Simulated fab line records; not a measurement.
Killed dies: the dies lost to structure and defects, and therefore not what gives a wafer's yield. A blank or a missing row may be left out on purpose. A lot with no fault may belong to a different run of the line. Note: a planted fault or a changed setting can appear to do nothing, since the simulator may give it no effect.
Which tool is to blame? ; flow n5Finfet ; 10 lots with 30 wafers sampled at 5 steps, on a route of 1938 steps

== WHAT THE GAUGES SHOWED, per wafer ==
N5_BEOL_M4_THK_MEAS_01. Usual: for M4_ILD_THK the level is 78.8 nm and the standard deviation is 1.3.
lot;measured;on;M4_ILD_THK (nm);flag
L872;day 7 22:09;filmMetro-01;81.3 81.2 80.9;
L873;day 8 00:21;filmMetro-01;78.4 78.3 80.5;
L878;day 10 06:22;filmMetro-02;78.4 77.4 78.0;
L879;day 10 12:02;filmMetro-02;77.3 79.9 79.3;
L884;day 11 02:16;filmMetro-01;77.7 78.9 79.0;
L885;day 11 03:01;filmMetro-02;77.6 76.1 77.9;
L886;day 12 04:17;filmMetro-02;78.1 77.1 79.0;
L889;day 12 10:10;filmMetro-01;77.3 78.3 78.7;
L888;day 12 12:13;filmMetro-02;78.4 79.9 79.6;
L890;day 13 00:34;filmMetro-01;76.9 78.2 77.2;

N5_BEOL_M4_RC_MEAS_101. Usual: DIBL_N 36.2 mV/V, standard deviation 1.7; DIBL_P 36.2 mV/V, standard deviation 2.2; IOFF_N 0.16 nA/um, standard deviation 0.035; IOFF_P 0.21 nA/um, standard deviation 0.042; ION_N 673 uA/um, standard deviation 13; ION_P 462 uA/um, standard deviation 7.9; SS_N 71.4 mV/dec, standard deviation 0.59; SS_P 73.2 mV/dec, standard deviation 0.7; VT_N 250 mV, standard deviation 3.6; VT_P -251 mV, standard deviation 3.5.
lot;measured;on;DIBL_N (mV/V);DIBL_P (mV/V);IOFF_N (nA/um);IOFF_P (nA/um);ION_N (uA/um);ION_P (uA/um);SS_N (mV/dec);SS_P (mV/dec);VT_N (mV);VT_P (mV);flag
L872;day 8 07:13;prober-02;36.6 39.1 39.0;37.7 41.7 41.1;0.20 0.27 0.27;0.26 0.34 0.34;688 713 696;468 482 476;72.1 71.7 72.7;73.4 74.9 74.9;243 240 240;-246 -244 -243;
L873;day 8 10:10;prober-02;35.5 34.1 36.4;34.9 33.8 35.9;0.14 0.12 0.17;0.19 0.18 0.21;667 673 689;464 467 467;70.9 70.8 71.2;73.4 72.8 72.6;251 250 247;-251 -254 -250;
L878;day 10 17:28;prober-01;38.1 37.1 38.6;38.7 37.4 39.1;0.19 0.17 0.19;0.24 0.22 0.25;695 678 681;468 464 466;72.1 72.0 72.6;73.9 73.7 74.6;248 250 245;-246 -250 -246;
L879;day 10 21:37;prober-01;36.3 38.6 37.6;36.0 38.3 36.5;0.15 0.20 0.17;0.20 0.24 0.21;673 670 671;459 456 462;71.0 71.4 72.3;73.7 74.2 73.1;253 248 248;-253 -251 -250;
L884;day 11 10:55;prober-02;36.0 33.5 37.8;36.3 33.6 38.1;0.17 0.12 0.20;0.21 0.18 0.26;684 668 684;466 463 464;71.8 70.9 71.9;73.6 72.8 74.1;251 255 247;-251 -253 -247;
L885;day 11 13:39;prober-02;34.7 32.8 34.0;33.5 31.6 32.5;0.11 0.10 0.11;0.16 0.13 0.15;652 648 664;449 441 447;70.9 70.4 70.9;72.8 72.4 72.4;255 258 254;-254 -256 -256;
L886;day 12 13:05;prober-02;36.2 35.4 36.9;35.5 35.1 37.5;0.16 0.16 0.17;0.21 0.21 0.24;670 677 676;465 468 462;71.2 71.6 72.2;73.1 73.0 73.1;251 249 249;-249 -249 -249;
L889;day 12 20:08;prober-02;36.3 35.5 34.4;37.8 35.8 34.4;0.16 0.14 0.12;0.21 0.19 0.16;675 671 667;458 461 454;70.9 70.7 71.0;73.4 73.3 73.1;251 252 253;-251 -251 -254;
L888;day 12 23:57;prober-01;35.2 37.4 36.4;34.0 36.2 34.2;0.13 0.18 0.15;0.18 0.22 0.19;668 685 661;460 467 455;71.4 71.3 70.8;72.7 72.8 73.1;250 245 249;-253 -251 -252;
L890;day 13 14:12;prober-01;37.8 36.2 37.1;37.2 34.0 34.9;0.16 0.12 0.15;0.25 0.19 0.21;669 673 675;459 462 470;71.8 71.5 70.9;73.6 72.6 72.3;247 255 249;-247 -251 -249;

== EACH LOT AND THE TOOL THAT RAN IT (in order: tool; ch and the chambers of the sampled wafers; start) ==
lot;N5_BEOL_M3_ANNEAL_51;N5_BEOL_M3_PRE_CLEAN_60;N5_BEOL_M3_CO_CAP_55
L872;rtpAnneal-01 ch 0, day 7 21:09;cvdCo-01 ch 0,1, day 7 21:47;cvdCo-01 ch 0,1, day 7 21:50
L873;rtpAnneal-01 ch 0, day 7 23:16;cvdCo-01 ch 0,2, day 8 00:00;cvdCo-01 ch 0,2, day 8 00:02
L878;rtpAnneal-01 ch 0, day 10 05:23;cvdCo-01 ch 0,1,2, day 10 06:01;cvdCo-01 ch 0,1,2, day 10 06:04
L879;rtpAnneal-02 ch 0, day 10 11:01;cvdCo-01 ch 0,1,2, day 10 11:40;cvdCo-01 ch 0,1,2, day 10 11:42
L884;rtpAnneal-01 ch 0, day 11 01:17;cvdCo-01 ch 1,2, day 11 01:55;cvdCo-01 ch 1,2, day 11 01:58
L885;rtpAnneal-01 ch 0, day 11 02:02;cvdCo-02 ch 0,1, day 11 02:40;cvdCo-02 ch 0,1, day 11 02:43
L886;rtpAnneal-01 ch 0, day 12 03:19;cvdCo-01 ch 1,2, day 12 03:55;cvdCo-01 ch 1,2, day 12 03:57
L889;rtpAnneal-01 ch 0, day 12 09:13;cvdCo-01 ch 0,1, day 12 09:49;cvdCo-01 ch 0,1, day 12 09:52
L888;rtpAnneal-02 ch 0, day 12 11:17;cvdCo-01 ch 0,2, day 12 11:52;cvdCo-01 ch 0,2, day 12 11:54
L890;rtpAnneal-02 ch 0, day 12 23:35;cvdCo-02 ch 0,1, day 13 00:13;cvdCo-02 ch 0,1, day 13 00:16
- N5_BEOL_M3_ANNEAL_51: time 90 s.
- N5_BEOL_M3_PRE_CLEAN_60: time 15 s.
- N5_BEOL_M3_CO_CAP_55: material Co, precursor CCTBA/H2, target thk 2 nm, time 102.1 s.

== AS READ BY THE TOOLS THEMSELVES (means over the sampled wafers that have a number; for cases with no such wafer, the mark the record gives instead) ==
N5_BEOL_M3_ANNEAL_51. Usual: wafer_temp_C_max at 226.2, with a standard deviation of 0.38.
lot;tool;wafer_temp_C_max;flag
L872;rtpAnneal-01;226.4;
L873;rtpAnneal-01;226.4;
L878;rtpAnneal-01;226.3;
L879;rtpAnneal-02;225.8;
L884;rtpAnneal-01;226.2;
L885;rtpAnneal-01;226.2;
L886;rtpAnneal-01;226.6;
L889;rtpAnneal-01;226.6;
L888;rtpAnneal-02;225.8;
L890;rtpAnneal-02;225.5;

N5_BEOL_M3_PRE_CLEAN_60. Usual: heaterPowerW at 97 W, with a standard deviation of 35.
lot;tool;heaterPowerW (W);flag
L872;cvdCo-01;129;
L873;cvdCo-01;106;
L878;cvdCo-01;103;
L879;cvdCo-01;105;
L884;cvdCo-01;101;
L885;cvdCo-02;79;
L886;cvdCo-01;78;
L889;cvdCo-01;126;
L888;cvdCo-01;81;
L890;cvdCo-02;107;

N5_BEOL_M3_CO_CAP_55. Usual: chamberPressureTorr 30.00 Torr, standard deviation 0.069; heaterPowerOuterW 135 W, standard deviation 23; heaterPowerW 251 W, standard deviation 43; susceptorTempC 199.99 C, standard deviation 0.15.
lot;tool;chamberPressureTorr (Torr);heaterPowerOuterW (W);heaterPowerW (W);susceptorTempC (C);flag
L872;cvdCo-01;29.99;157;287;200.10;
L873;cvdCo-01;29.97;141;263;199.90;
L878;cvdCo-01;-;-;-;-;OFF
L879;cvdCo-01;-;-;-;-;OFF
L884;cvdCo-01;30.04;140;256;199.98;
L885;cvdCo-02;29.92;122;230;199.95;
L886;cvdCo-01;30.00;123;229;200.10;
L889;cvdCo-01;29.96;155;288;200.05;
L888;cvdCo-01;30.06;120;227;199.97;
L890;cvdCo-02;30.05;138;260;199.80;

== THE ANSWER, worked out from the rows above alone ==
Rule: take the mean of a lot's wafers that have a number; if it is more than 3 standard deviations from the usual mean, the lot is off. A lot without any number at a reading at which 4 lots or more have one is off too. Where the step has rows for the other lots, those lots are counted as sound. After the gauges, taken in route order, come the tools' own readings; for these a lot's mean is taken, as printed above. The first step at which some lot is off is used, and at that step the reading that is off furthest; a lot without a number counts as furthest.
Off: L878, L879, at N5_BEOL_M3_CO_CAP_55 (chamberPressureTorr). Without a number there: L878, L879.
A tool fits if, at that step or a process step before it, it ran every lot that is off, and no sound lot after the first of them. Not one of the candidates tried fits.

== WHAT THE SIMULATOR HAD INSERTED ==
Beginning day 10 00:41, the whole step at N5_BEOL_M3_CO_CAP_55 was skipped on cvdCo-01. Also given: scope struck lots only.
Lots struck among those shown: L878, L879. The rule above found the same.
